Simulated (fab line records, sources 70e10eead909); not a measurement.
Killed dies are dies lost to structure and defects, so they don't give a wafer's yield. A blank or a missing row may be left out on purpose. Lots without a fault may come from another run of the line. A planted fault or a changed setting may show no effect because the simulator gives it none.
Chamber matching | flow nand_harc | NHARC_P_M0_PRE_CLEAN_31 on pecvd-03: 3 sister chambers
The step time 12 s. 16 wafers are shown with their chamber, then 8 later ones without.

WAFERS WITH THEIR CHAMBER
wafer  | chamber | heater_power_w (W)
L074.2 | 2       | 744
L074.3 | 1       | 710
L074.5 | 2       | 722
L077.2 | 2       | 629
L077.3 | 1       | 710
L077.4 | 0       | 666
L077.1 | 0       | 658
L077.5 | 1       | 731
L077.6 | 2       | 628
L083.1 | 0       | 697
L083.2 | 1       | 616
L083.4 | 1       | 647
L080.2 | 2       | 740
L080.4 | 2       | 695
L080.5 | 1       | 633
L091.1 | 0       | 614

SIGNATURES (means of the wafers above)
reading        | chamber 0 | chamber 1 | chamber 2 | scatter within a chamber
heater_power_w | 658.75    | 674.50    | 693.00    | 47.3
Rule: a wafer's distance from a chamber is the root of the sum, over the readings, of the square of ((its reading less the chamber's mean) divided by the reading's scatter). The wafer belongs to the nearest chamber; if the next one is less than 2 further off, it can't be placed. The scatter: the root of (the sum of the squares of (reading less its chamber's mean) over the shown wafers, divided by (wafers less chambers)).

WAFERS WITHOUT THEIR CHAMBER
wafer  | heater_power_w (W)
L091.5 | 634
L091.6 | 672
L092.1 | 693
L092.5 | 683
L092.6 | 664
L093.1 | 599
L093.2 | 724
L093.5 | 721

WHICH CHAMBER EACH WENT THROUGH
wafer  | from the rows above          | in truth
L091.5 | can't be placed: 0 or 1 or 2 | 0
L091.6 | can't be placed: 1 or 0 or 2 | 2
L092.1 | can't be placed: 2 or 1 or 0 | 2
L092.5 | can't be placed: 1 or 2 or 0 | 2
L092.6 | can't be placed: 0 or 1 or 2 | 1
L093.1 | can't be placed: 0 or 1 or 2 | 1
L093.2 | can't be placed: 2 or 1 or 0 | 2
L093.5 | can't be placed: 2 or 1 or 0 | 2
Placed correctly: 0 of 8. Can't be placed from these rows: 8 (the true chamber is among the candidates in 8). Placed wrongly: 0.
